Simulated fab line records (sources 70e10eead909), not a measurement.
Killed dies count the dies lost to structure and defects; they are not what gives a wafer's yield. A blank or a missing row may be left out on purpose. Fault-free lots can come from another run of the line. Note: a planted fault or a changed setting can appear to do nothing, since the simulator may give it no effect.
One fault seen from 2 desks + flow nand-harc + each desk has only its own numbers; what lay behind them comes last

## THE DEFECT DESK
Lot by lot, what the route's inspections counted, given as the mean of those sampled wafers with a number. If a lot's mean is further than 4 standard deviations from the usual mean, the lot is out of limits and carries the mark OUT (the distance appears in the brackets).
Columns: A = raw-defect-count at NHARC_P_GATE_INSPECT_68, usual 200
| lot  | first seen here | A   |
|------|-----------------|-----|
| L388 | day 6 14:24     | 249 |
| L389 | day 7 00:10     | 186 |
| L390 | day 7 02:50     | 175 |
| L391 | day 7 08:39     | 107 |
| L396 | day 9 15:55     | 354 |
| L397 | day 9 20:14     | 414 |
| L404 | day 13 02:05    | 208 |
| L405 | day 13 11:28    | 309 |
| L406 | day 14 05:07    | 242 |
| L408 | day 15 01:05    | 243 |
| L409 | day 15 06:10    | 148 |
| L410 | day 15 19:31    | 164 |
Finding of this desk: none of the 12 lots has anything out of limits.

## AT THE METROLOGY DESK
What the gauges read for every lot (on any tool): the sampled wafers with a number, averaged. If a lot's mean is further than 4 standard deviations from the usual mean, the lot is out of limits and carries the mark OUT (the distance appears in the brackets).
Columns: A = cd-nm at NHARC_P_GATE_CD_MEAS_91, usual 2000.2 nm
| lot  | first seen here | A      |
|------|-----------------|--------|
| L388 | day 6 11:07     | 1999.4 |
| L389 | day 6 21:07     | 2000.0 |
| L390 | day 6 23:45     | 1999.3 |
| L391 | day 7 05:34     | 2000.4 |
| L396 | day 9 12:52     | 2002.4 |
| L397 | day 9 17:11     | 2000.6 |
| L404 | day 12 23:01    | 1999.7 |
| L405 | day 13 08:19    | 1999.5 |
| L406 | day 14 02:02    | 2000.2 |
| L408 | day 14 22:01    | 1999.7 |
| L409 | day 15 03:06    | 1997.7 |
| L410 | day 15 16:28    | 2000.7 |
Finding of this desk: none of the 12 lots has anything out of limits.

## BROUGHT TOGETHER
Nothing out of limits was seen by the defect desk.
The metrology desk saw nothing out of limits.

## WHAT THE SIMULATOR PUT IN
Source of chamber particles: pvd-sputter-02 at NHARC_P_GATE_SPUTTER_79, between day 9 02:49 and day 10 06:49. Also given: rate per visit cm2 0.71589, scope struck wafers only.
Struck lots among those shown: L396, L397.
